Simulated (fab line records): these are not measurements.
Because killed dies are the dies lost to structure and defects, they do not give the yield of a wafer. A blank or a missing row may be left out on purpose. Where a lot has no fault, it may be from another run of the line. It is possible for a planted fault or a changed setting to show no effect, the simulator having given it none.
2 desks, one fault :: flow nand harc :: each desk has only its own numbers; what lay behind them comes last

== THE METROLOGY DESK ==
Lot by lot, what the gauges showed, no matter which tool ran the lot: averages of those sampled wafers that carry a number. The brackets show how far a lot's mean lies from the usual mean; more than 4 standard deviations puts the lot out of limits, marked OUT.
Columns: A = thk nm at NHARC_A_ONON_D2_THK_MEAS_21, usual 1001 nm; B = thk nm at NHARC_A_ONON_D2_THK_MEAS_24, usual 1003 nm
lot: L229
first seen here: day 13 04:15
A: 1007
B: 1014

lot: L232
first seen here: day 13 21:17
A: 997
B: 1005

lot: L234
first seen here: day 14 21:27
A: 996
B: 998

lot: L235
first seen here: day 15 05:52
A: 991
B: 1000

lot: L236
first seen here: day 15 14:22
A: 991
B: 1002

lot: L237
first seen here: day 16 08:14
A: 1001
B: 1001

lot: L238
first seen here: day 16 08:23
A: 999
B: 1009

lot: L239
first seen here: day 17 08:49
A: 1005
B: 990

lot: L246
first seen here: day 19 21:47
A: 993
B: 756 (-33) OUT

lot: L247
first seen here: day 20 15:34
A: 1000
B: 779 (-30) OUT

lot: L250
first seen here: day 21 06:56
A: 1014
B: 1006

lot: L251
first seen here: day 21 12:29
A: 1004
B: 1008

lot: L252
first seen here: day 22 22:58
A: 1012
B: 1008
Finding of this desk: L246, L247 out of limits; the first was L246 at day 19 22:20, on thk nm at NHARC_A_ONON_D2_THK_MEAS_24. L229, L232, L234, L235, L236, L237, L238, L239, L250, L251, L252: within limits.

== DESK OF THE TOOL OWNER: pecvd onon-04 ==
The tool's own readings at NHARC_A_ONON_D2_DEP_22 (target thk 1000 nm): means of the sampled wafers that have a number, for each lot that ran on this tool. The brackets show how far a lot's mean lies from the usual mean; more than 4 standard deviations puts the lot out of limits, marked OUT.
Columns: A = nh3 flow sccm at NHARC_A_ONON_D2_DEP_22, usual 499.9 sccm
lot: L229
first seen here: day 13 04:19
A: 500.1

lot: L234
first seen here: day 14 21:34
A: 498.5

lot: L235
first seen here: day 15 05:56
A: 500.8

lot: L236
first seen here: day 15 14:26
A: 499.3

lot: L237
first seen here: day 16 08:17
A: 501.7

lot: L246
first seen here: day 19 21:50
A: 501.4

lot: L247
first seen here: day 20 15:37
A: 499.3
This desk's verdict: no lot among the 7 shows anything out of limits.

== BROUGHT TOGETHER ==
At day 19 22:20 the metrology desk could have sounded an alarm, on L246, L247.
The desk of the tool owner found nothing out of limits.
Tool owner's desk: L246, L247 on record, inside its limits.
Of the lots named, all ran NHARC_A_ONON_D2_DEP_22 on pecvd onon-04.

== WHAT HAD BEEN PUT IN BY THE SIMULATOR ==
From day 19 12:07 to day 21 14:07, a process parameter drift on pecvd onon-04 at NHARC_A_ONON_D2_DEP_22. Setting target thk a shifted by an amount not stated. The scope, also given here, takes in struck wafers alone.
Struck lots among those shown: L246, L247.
Delay in hours, fault start to first out-of-limits reading, per desk: metrology desk 10.
